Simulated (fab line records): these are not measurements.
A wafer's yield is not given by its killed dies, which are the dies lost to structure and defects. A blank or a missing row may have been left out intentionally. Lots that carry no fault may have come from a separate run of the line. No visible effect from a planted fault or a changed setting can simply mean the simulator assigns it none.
The same fault as seen by 2 desks || flow n5-finfet || each desk holds nothing but its own numbers, with what lay behind them at the end

## THE TOOL OWNER'S DESK: rie-diel-01
The tool's own readings at N5_BEOL_M0_ETCH_109 (etches SiCN in CH3F/O2, target depth 8 nm, overetch 2.4 nm, time 27.4 s): means of the sampled wafers that have a number, for each lot that ran on this tool. The brackets show how far a lot's mean lies from the usual mean; more than 4 standard deviations puts the lot out of limits, marked OUT.
Columns: A = drypump-motor-current-A at N5_BEOL_M0_ETCH_109, usual 6.0 A; B = oes-product-au at N5_BEOL_M0_ETCH_109, usual 0.66 a.u.; C = rf-vpp-V at N5_BEOL_M0_ETCH_109, usual 297.4 V; D = showerhead-plenum-p-Torr at N5_BEOL_M0_ETCH_109, usual 2.00 Torr; E = throttle-valve-pct at N5_BEOL_M0_ETCH_109, usual 16.41 %
{"lot": "L995", "first seen here": "day 6 06:38", "A": 6.0, "B": 0.65, "C": 296.6, "D": 1.97, "E": 16.36}
{"lot": "L999", "first seen here": "day 7 00:55", "A": 5.9, "B": 0.66, "C": 296.4, "D": 1.97, "E": 16.42}
{"lot": "L105", "first seen here": "day 8 22:20", "A": 6.3, "B": 0.65, "C": 297.4, "D": 2.00, "E": 16.43}
{"lot": "L106", "first seen here": "day 8 22:25", "A": 5.7, "B": 0.64, "C": 296.3, "D": 1.92, "E": 16.25}
{"lot": "L109", "first seen here": "day 9 10:30", "A": 6.5, "B": 0.65, "C": 298.1, "D": 2.04, "E": 16.56}
Finding of this desk: none of the 5 lots has anything out of limits.

## THE METROLOGY DESK
Lot by lot, what the gauges showed, no matter which tool ran the lot: averages of those sampled wafers that carry a number. The brackets show how far a lot's mean lies from the usual mean; more than 4 standard deviations puts the lot out of limits, marked OUT. Only the readings that lie furthest out on some lot appear, 7 of the 11 it has.
Columns: A = trench-depth-nm at N5_BEOL_M0_OCD_MEAS_108, usual 32.5 nm; B = DIBL_N at N5_BEOL_M4_RC_MEAS_101, usual 36.1 mV/V; C = DIBL_P at N5_BEOL_M4_RC_MEAS_101, usual 35.8 mV/V; D = IOFF_P at N5_BEOL_M4_RC_MEAS_101, usual 0.21 nA/um; E = ION_N at N5_BEOL_M4_RC_MEAS_101, usual 673 uA/um; F = SS_N at N5_BEOL_M4_RC_MEAS_101, usual 71.4 mV/dec; G = VT_N at N5_BEOL_M4_RC_MEAS_101, usual 250 mV
{"lot": "L995", "first seen here": "day 6 06:16", "A": 33.3, "B": 37.4, "C": 37.7, "D": 0.24, "E": 680, "F": 72.1, "G": 248}
{"lot": "L999", "first seen here": "day 7 00:48", "A": 32.5, "B": 39.2, "C": 39.4, "D": 0.26, "E": 683, "F": 72.2, "G": 248}
{"lot": "L105", "first seen here": "day 8 21:32", "A": 32.9, "B": 34.9, "C": 35.4, "D": 0.20, "E": 677, "F": 70.8, "G": 249}
{"lot": "L106", "first seen here": "day 8 21:47", "A": 32.1, "B": 34.3, "C": 32.9, "D": 0.17, "E": 670, "F": 71.0, "G": 250}
{"lot": "L109", "first seen here": "day 9 10:23", "A": 33.0, "B": 34.8, "C": 34.7, "D": 0.19, "E": 662, "F": 70.8, "G": 252}
{"lot": "L112", "first seen here": "day 10 10:12", "A": 32.4, "B": 38.1, "C": 38.3, "D": 0.24, "E": 676, "F": 72.2, "G": 247}
{"lot": "L113", "first seen here": "day 10 16:39", "A": 32.1, "B": 34.4, "C": 33.3, "D": 0.18, "E": 656, "F": 70.8, "G": 254}
Finding of this desk: none of the 7 lots has anything out of limits.

## BROUGHT TOGETHER
Nothing out of limits was seen by the tool owner's desk.
At the metrology desk, nothing out of limits was observed.

## WHAT THE SIMULATOR HAD INSERTED
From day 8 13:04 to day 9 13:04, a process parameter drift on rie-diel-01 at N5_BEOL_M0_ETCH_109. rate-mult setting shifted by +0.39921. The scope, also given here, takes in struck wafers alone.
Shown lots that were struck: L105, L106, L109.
